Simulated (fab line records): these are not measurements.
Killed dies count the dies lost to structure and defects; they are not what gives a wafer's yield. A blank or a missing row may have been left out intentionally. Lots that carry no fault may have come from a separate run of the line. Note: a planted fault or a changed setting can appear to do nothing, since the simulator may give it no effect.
What tool caused it? / flow n5Finfet / 24 lots with 72 wafers sampled at 4 steps, on a route of 1938 steps

WHAT EACH GAUGE READ, for each wafer
N5_MOL_CONTACT_COAG_CD_MEAS_137: the cd target is 16 nm. Usual: 15.8 nm for cdNm, sd 0.37.
lot=L074; measured=day 5 04:04; on=cdSem-02; cdNm (nm)=15.4 15.9 16.0; flag=
lot=L075; measured=day 5 07:32; on=cdSem-02; cdNm (nm)=15.6 15.7 15.9; flag=
lot=L076; measured=day 5 13:49; on=cdSem-02; cdNm (nm)=16.5 16.3 15.7; flag=
lot=L077; measured=day 5 19:46; on=cdSem-02; cdNm (nm)=16.0 15.9 16.1; flag=
lot=L078; measured=day 6 05:53; on=cdSem-02; cdNm (nm)=15.8 15.3 15.8; flag=
lot=L079; measured=day 6 09:07; on=cdSem-01; cdNm (nm)=16.2 16.2 16.0; flag=
lot=L080; measured=day 6 12:43; on=cdSem-02; cdNm (nm)=15.8 16.0 15.8; flag=
lot=L081; measured=day 6 22:11; on=cdSem-01; cdNm (nm)=16.2 15.7 15.8; flag=
lot=L082; measured=day 7 01:50; on=cdSem-03; cdNm (nm)=15.4 16.5 16.2; flag=
lot=L083; measured=day 7 05:44; on=cdSem-02; cdNm (nm)=15.9 15.5 15.8; flag=
lot=L084; measured=day 7 13:27; on=cdSem-02; cdNm (nm)=15.0 14.7 15.0; flag=
lot=L085; measured=day 7 23:03; on=cdSem-02; cdNm (nm)=15.5 15.4 15.5; flag=
lot=L086; measured=day 8 04:31; on=cdSem-02; cdNm (nm)=16.2 15.9 16.0; flag=
lot=L087; measured=day 8 08:55; on=cdSem-03; cdNm (nm)=15.4 15.8 15.8; flag=
lot=L088; measured=day 8 17:20; on=cdSem-02; cdNm (nm)=15.6 16.0 16.1; flag=
lot=L090; measured=day 8 22:04; on=cdSem-01; cdNm (nm)=15.7 15.4 16.0; flag=
lot=L091; measured=day 9 06:10; on=cdSem-02; cdNm (nm)=16.4 15.4 15.1; flag=
lot=L089; measured=day 9 06:49; on=cdSem-01; cdNm (nm)=15.7 15.9 16.3; flag=
lot=L092; measured=day 9 16:43; on=cdSem-02; cdNm (nm)=15.7 15.4 15.4; flag=
lot=L093; measured=day 9 22:48; on=cdSem-02; cdNm (nm)=16.0 16.0 16.3; flag=
lot=L094; measured=day 10 02:48; on=cdSem-02; cdNm (nm)=15.6 16.3 16.3; flag=
lot=L095; measured=day 10 06:49; on=cdSem-01; cdNm (nm)=15.8 16.4 16.0; flag=
lot=L096; measured=day 10 14:18; on=cdSem-02; cdNm (nm)=15.4 15.8 15.3; flag=
lot=L097; measured=day 10 19:51; on=cdSem-02; cdNm (nm)=15.6 15.6 15.5; flag=

N5_MOL_CONTACT_COAG_INSPECT_42: inspects for defects (brightfield). Usual: 203 for rawDefectCount, sd 61.
lot=L074; measured=day 5 04:36; on=defectInspect-02; rawDefectCount=155 140 160; flag=
lot=L075; measured=day 5 07:57; on=defectInspect-02; rawDefectCount=241 154 164; flag=
lot=L076; measured=day 5 14:22; on=defectInspect-01; rawDefectCount=228 291 276; flag=
lot=L077; measured=day 5 20:11; on=defectInspect-01; rawDefectCount=140 132 205; flag=
lot=L078; measured=day 6 06:25; on=defectInspect-02; rawDefectCount=171 155 258; flag=
lot=L079; measured=day 6 09:31; on=defectInspect-01; rawDefectCount=199 260 201; flag=
lot=L080; measured=day 6 13:07; on=defectInspect-02; rawDefectCount=137 176 216; flag=
lot=L081; measured=day 6 22:37; on=defectInspect-02; rawDefectCount=198 159 195; flag=
lot=L082; measured=day 7 02:15; on=defectInspect-02; rawDefectCount=100 153 183; flag=
lot=L083; measured=day 7 06:08; on=defectInspect-01; rawDefectCount=184 337 154; flag=
lot=L084; measured=day 7 13:59; on=defectInspect-01; rawDefectCount=156 166 139; flag=
lot=L085; measured=day 7 23:35; on=defectInspect-02; rawDefectCount=191 134 170; flag=
lot=L086; measured=day 8 05:02; on=defectInspect-02; rawDefectCount=205 122 193; flag=
lot=L087; measured=day 8 09:19; on=defectInspect-02; rawDefectCount=229 166 240; flag=
lot=L088; measured=day 8 17:44; on=defectInspect-02; rawDefectCount=231 265 174; flag=
lot=L090; measured=day 8 22:36; on=defectInspect-01; rawDefectCount=300 198 224; flag=
lot=L091; measured=day 9 06:35; on=defectInspect-01; rawDefectCount=389 284 270; flag=
lot=L089; measured=day 9 07:13; on=defectInspect-02; rawDefectCount=384 419 321; flag=
lot=L092; measured=day 9 17:07; on=defectInspect-02; rawDefectCount=156 192 138; flag=
lot=L093; measured=day 9 23:20; on=defectInspect-02; rawDefectCount=136 151 172; flag=
lot=L094; measured=day 10 03:12; on=defectInspect-02; rawDefectCount=257 308 186; flag=
lot=L095; measured=day 10 07:13; on=defectInspect-02; rawDefectCount=166 166 193; flag=
lot=L096; measured=day 10 14:42; on=defectInspect-02; rawDefectCount=140 163 131; flag=
lot=L097; measured=day 10 20:16; on=defectInspect-01; rawDefectCount=157 195 186; flag=

WHICH TOOL RAN EACH LOT (tool, then ch and the chambers of the sampled wafers, then the start)
lot=L074; N5_MOL_CONTACT_COAG_ANNEAL_113=rtpAnneal-02 ch 0, day 4 20:36; N5_MOL_CONTACT_COAG_ALD_131=aldSin-04 ch 0,1,3, day 5 03:23
lot=L075; N5_MOL_CONTACT_COAG_ANNEAL_113=rtpAnneal-02 ch 0, day 5 01:23; N5_MOL_CONTACT_COAG_ALD_131=aldSin-03 ch 0,3, day 5 06:49
lot=L076; N5_MOL_CONTACT_COAG_ANNEAL_113=rtpAnneal-01 ch 0, day 5 07:01; N5_MOL_CONTACT_COAG_ALD_131=aldSin-01 ch 0,3, day 5 13:09
lot=L077; N5_MOL_CONTACT_COAG_ANNEAL_113=rtpAnneal-01 ch 0, day 5 12:59; N5_MOL_CONTACT_COAG_ALD_131=aldSin-01 ch 0,1,2, day 5 19:06
lot=L078; N5_MOL_CONTACT_COAG_ANNEAL_113=rtpAnneal-02 ch 0, day 5 22:59; N5_MOL_CONTACT_COAG_ALD_131=aldSin-01 ch 2,3, day 6 05:11
lot=L079; N5_MOL_CONTACT_COAG_ANNEAL_113=rtpAnneal-02 ch 0, day 6 02:11; N5_MOL_CONTACT_COAG_ALD_131=aldSin-03 ch 0,1,2, day 6 08:22
lot=L080; N5_MOL_CONTACT_COAG_ANNEAL_113=rtpAnneal-02 ch 0, day 6 06:19; N5_MOL_CONTACT_COAG_ALD_131=aldSin-04 ch 1,2,3, day 6 12:01
lot=L081; N5_MOL_CONTACT_COAG_ANNEAL_113=rtpAnneal-01 ch 0, day 6 14:24; N5_MOL_CONTACT_COAG_ALD_131=aldSin-04 ch 0,1,3, day 6 21:29
lot=L082; N5_MOL_CONTACT_COAG_ANNEAL_113=rtpAnneal-01 ch 0, day 6 18:12; N5_MOL_CONTACT_COAG_ALD_131=aldSin-04 ch 0,2,3, day 7 01:10
lot=L083; N5_MOL_CONTACT_COAG_ANNEAL_113=rtpAnneal-02 ch 0, day 7 00:17; N5_MOL_CONTACT_COAG_ALD_131=aldSin-03 ch 0,1,3, day 7 05:03
lot=L084; N5_MOL_CONTACT_COAG_ANNEAL_113=rtpAnneal-02 ch 0, day 7 07:01; N5_MOL_CONTACT_COAG_ALD_131=aldSin-01 ch 1,2, day 7 12:39
lot=L085; N5_MOL_CONTACT_COAG_ANNEAL_113=rtpAnneal-02 ch 0, day 7 15:37; N5_MOL_CONTACT_COAG_ALD_131=aldSin-01 ch 1,2,3, day 7 22:23
lot=L086; N5_MOL_CONTACT_COAG_ANNEAL_113=rtpAnneal-01 ch 0, day 7 20:16; N5_MOL_CONTACT_COAG_ALD_131=aldSin-03 ch 1,2,3, day 8 03:48
lot=L087; N5_MOL_CONTACT_COAG_ANNEAL_113=rtpAnneal-02 ch 0, day 8 01:34; N5_MOL_CONTACT_COAG_ALD_131=aldSin-03 ch 0,2,3, day 8 08:14
lot=L088; N5_MOL_CONTACT_COAG_ANNEAL_113=rtpAnneal-01 ch 0, day 8 07:55; N5_MOL_CONTACT_COAG_ALD_131=aldSin-03 ch 0,1,3, day 8 16:38
lot=L090; N5_MOL_CONTACT_COAG_ANNEAL_113=rtpAnneal-02 ch 0, day 8 15:19; N5_MOL_CONTACT_COAG_ALD_131=aldSin-03 ch 1,3, day 8 21:24
lot=L091; N5_MOL_CONTACT_COAG_ANNEAL_113=rtpAnneal-01 ch 0, day 8 23:25; N5_MOL_CONTACT_COAG_ALD_131=aldSin-04 ch 0,1,2, day 9 05:30
lot=L089; N5_MOL_CONTACT_COAG_ANNEAL_113=rtpAnneal-02 ch 0, day 9 00:21; N5_MOL_CONTACT_COAG_ALD_131=aldSin-04 ch 0,3, day 9 06:08
lot=L092; N5_MOL_CONTACT_COAG_ANNEAL_113=rtpAnneal-02 ch 0, day 9 09:41; N5_MOL_CONTACT_COAG_ALD_131=aldSin-04 ch 0,1,3, day 9 16:02
lot=L093; N5_MOL_CONTACT_COAG_ANNEAL_113=rtpAnneal-02 ch 0, day 9 14:11; N5_MOL_CONTACT_COAG_ALD_131=aldSin-03 ch 1,2,3, day 9 22:07
lot=L094; N5_MOL_CONTACT_COAG_ANNEAL_113=rtpAnneal-02 ch 0, day 9 18:23; N5_MOL_CONTACT_COAG_ALD_131=aldSin-01 ch 2,3, day 10 02:02
lot=L095; N5_MOL_CONTACT_COAG_ANNEAL_113=rtpAnneal-02 ch 0, day 9 23:23; N5_MOL_CONTACT_COAG_ALD_131=aldSin-04 ch 0,2,3, day 10 06:08
lot=L096; N5_MOL_CONTACT_COAG_ANNEAL_113=rtpAnneal-02 ch 0, day 10 08:10; N5_MOL_CONTACT_COAG_ALD_131=aldSin-01 ch 0,2,3, day 10 13:37
lot=L097; N5_MOL_CONTACT_COAG_ANNEAL_113=rtpAnneal-02 ch 0, day 10 13:17; N5_MOL_CONTACT_COAG_ALD_131=aldSin-03 ch 0,3, day 10 19:11
- N5_MOL_CONTACT_COAG_ANNEAL_113: time 300 s.
- N5_MOL_CONTACT_COAG_ALD_131: deposits SiO2, target thk 5 nm, pulse time 1 s, co reactant pulse time 1 s.

AS READ BY THE TOOLS THEMSELVES (means over the sampled wafers that have a number; for cases with no such wafer, the mark the record gives instead)
N5_MOL_CONTACT_COAG_ANNEAL_113. Usual: lampPowerPct 2.848 %, standard deviation 0.0032; lamp_zone_4_pct 2.849 %, standard deviation 0.0034; wafer_temp_C_max 402.0, standard deviation 0.44.
lot=L074; tool=rtpAnneal-02; lampPowerPct (%)=2.848; lamp_zone_4_pct (%)=2.847; wafer_temp_C_max=401.8; flag=
lot=L075; tool=rtpAnneal-02; lampPowerPct (%)=2.848; lamp_zone_4_pct (%)=2.851; wafer_temp_C_max=401.9; flag=
lot=L076; tool=rtpAnneal-01; lampPowerPct (%)=2.852; lamp_zone_4_pct (%)=2.852; wafer_temp_C_max=402.2; flag=
lot=L077; tool=rtpAnneal-01; lampPowerPct (%)=2.850; lamp_zone_4_pct (%)=2.852; wafer_temp_C_max=402.2; flag=
lot=L078; tool=rtpAnneal-02; lampPowerPct (%)=2.848; lamp_zone_4_pct (%)=2.846; wafer_temp_C_max=401.3; flag=
lot=L079; tool=rtpAnneal-02; lampPowerPct (%)=2.844; lamp_zone_4_pct (%)=2.849; wafer_temp_C_max=402.1; flag=
lot=L080; tool=rtpAnneal-02; lampPowerPct (%)=2.851; lamp_zone_4_pct (%)=2.848; wafer_temp_C_max=401.8; flag=
lot=L081; tool=rtpAnneal-01; lampPowerPct (%)=2.851; lamp_zone_4_pct (%)=2.851; wafer_temp_C_max=402.0; flag=
lot=L082; tool=rtpAnneal-01; lampPowerPct (%)=2.852; lamp_zone_4_pct (%)=2.851; wafer_temp_C_max=402.0; flag=
lot=L083; tool=rtpAnneal-02; lampPowerPct (%)=2.847; lamp_zone_4_pct (%)=2.847; wafer_temp_C_max=401.9; flag=
lot=L084; tool=rtpAnneal-02; lampPowerPct (%)=2.847; lamp_zone_4_pct (%)=2.850; wafer_temp_C_max=402.2; flag=
lot=L085; tool=rtpAnneal-02; lampPowerPct (%)=2.847; lamp_zone_4_pct (%)=2.847; wafer_temp_C_max=401.4; flag=
lot=L086; tool=rtpAnneal-01; lampPowerPct (%)=2.849; lamp_zone_4_pct (%)=2.853; wafer_temp_C_max=402.5; flag=
lot=L087; tool=rtpAnneal-02; lampPowerPct (%)=2.849; lamp_zone_4_pct (%)=2.849; wafer_temp_C_max=402.0; flag=
lot=L088; tool=rtpAnneal-01; lampPowerPct (%)=2.851; lamp_zone_4_pct (%)=2.851; wafer_temp_C_max=402.6; flag=
lot=L090; tool=rtpAnneal-02; lampPowerPct (%)=2.846; lamp_zone_4_pct (%)=2.845; wafer_temp_C_max=401.6; flag=
lot=L091; tool=rtpAnneal-01; lampPowerPct (%)=2.852; lamp_zone_4_pct (%)=2.849; wafer_temp_C_max=401.9; flag=
lot=L089; tool=rtpAnneal-02; lampPowerPct (%)=2.846; lamp_zone_4_pct (%)=2.850; wafer_temp_C_max=401.6; flag=
lot=L092; tool=rtpAnneal-02; lampPowerPct (%)=2.847; lamp_zone_4_pct (%)=2.849; wafer_temp_C_max=401.9; flag=
lot=L093; tool=rtpAnneal-02; lampPowerPct (%)=2.847; lamp_zone_4_pct (%)=2.846; wafer_temp_C_max=402.0; flag=
lot=L094; tool=rtpAnneal-02; lampPowerPct (%)=2.847; lamp_zone_4_pct (%)=2.847; wafer_temp_C_max=402.4; flag=
lot=L095; tool=rtpAnneal-02; lampPowerPct (%)=2.848; lamp_zone_4_pct (%)=2.846; wafer_temp_C_max=401.7; flag=
lot=L096; tool=rtpAnneal-02; lampPowerPct (%)=2.849; lamp_zone_4_pct (%)=2.847; wafer_temp_C_max=401.6; flag=
lot=L097; tool=rtpAnneal-02; lampPowerPct (%)=2.846; lamp_zone_4_pct (%)=2.848; wafer_temp_C_max=401.8; flag=

N5_MOL_CONTACT_COAG_ALD_131. Usual: heaterPowerW 79 W, standard deviation 9.7; precursorPulseHeightRel 1.000, standard deviation 0.019.
lot=L074; tool=aldSin-04; heaterPowerW (W)=72; precursorPulseHeightRel=1.004; flag=
lot=L075; tool=aldSin-03; heaterPowerW (W)=89; precursorPulseHeightRel=0.993; flag=
lot=L076; tool=aldSin-01; heaterPowerW (W)=72; precursorPulseHeightRel=0.982; flag=
lot=L077; tool=aldSin-01; heaterPowerW (W)=74; precursorPulseHeightRel=1.022; flag=
lot=L078; tool=aldSin-01; heaterPowerW (W)=64; precursorPulseHeightRel=0.991; flag=
lot=L079; tool=aldSin-03; heaterPowerW (W)=88; precursorPulseHeightRel=1.000; flag=
lot=L080; tool=aldSin-04; heaterPowerW (W)=73; precursorPulseHeightRel=1.006; flag=
lot=L081; tool=aldSin-04; heaterPowerW (W)=73; precursorPulseHeightRel=0.998; flag=
lot=L082; tool=aldSin-04; heaterPowerW (W)=79; precursorPulseHeightRel=1.002; flag=
lot=L083; tool=aldSin-03; heaterPowerW (W)=89; precursorPulseHeightRel=0.993; flag=
lot=L084; tool=aldSin-01; heaterPowerW (W)=67; precursorPulseHeightRel=1.019; flag=
lot=L085; tool=aldSin-01; heaterPowerW (W)=69; precursorPulseHeightRel=1.003; flag=
lot=L086; tool=aldSin-03; heaterPowerW (W)=84; precursorPulseHeightRel=0.988; flag=
lot=L087; tool=aldSin-03; heaterPowerW (W)=89; precursorPulseHeightRel=1.015; flag=
lot=L088; tool=aldSin-03; heaterPowerW (W)=89; precursorPulseHeightRel=1.017; flag=
lot=L090; tool=aldSin-03; heaterPowerW (W)=85; precursorPulseHeightRel=1.004; flag=
lot=L091; tool=aldSin-04; heaterPowerW (W)=77; precursorPulseHeightRel=0.997; flag=
lot=L089; tool=aldSin-04; heaterPowerW (W)=78; precursorPulseHeightRel=1.004; flag=
lot=L092; tool=aldSin-04; heaterPowerW (W)=72; precursorPulseHeightRel=1.014; flag=
lot=L093; tool=aldSin-03; heaterPowerW (W)=86; precursorPulseHeightRel=0.976; flag=
lot=L094; tool=aldSin-01; heaterPowerW (W)=66; precursorPulseHeightRel=0.990; flag=
lot=L095; tool=aldSin-04; heaterPowerW (W)=79; precursorPulseHeightRel=0.988; flag=
lot=L096; tool=aldSin-01; heaterPowerW (W)=70; precursorPulseHeightRel=1.006; flag=
lot=L097; tool=aldSin-03; heaterPowerW (W)=89; precursorPulseHeightRel=1.017; flag=

THE ANSWER, worked out from the rows above alone
Rule: a lot is off if the mean of its wafers that have a number lies more than 3 standard deviations from the usual mean. A lot without any number at a reading at which 4 lots or more have one is off too. Any other lot the step has rows for is counted as sound. After the gauges, taken in route order, come the tools' own readings; for these a lot's mean is taken, as printed above. At the first step where some lot is off, the reading lying furthest off is the one used; lots without a number count as furthest.
Nothing can be told from this: no lot is off at any reading shown.

WHAT THE SIMULATOR HAD INSERTED
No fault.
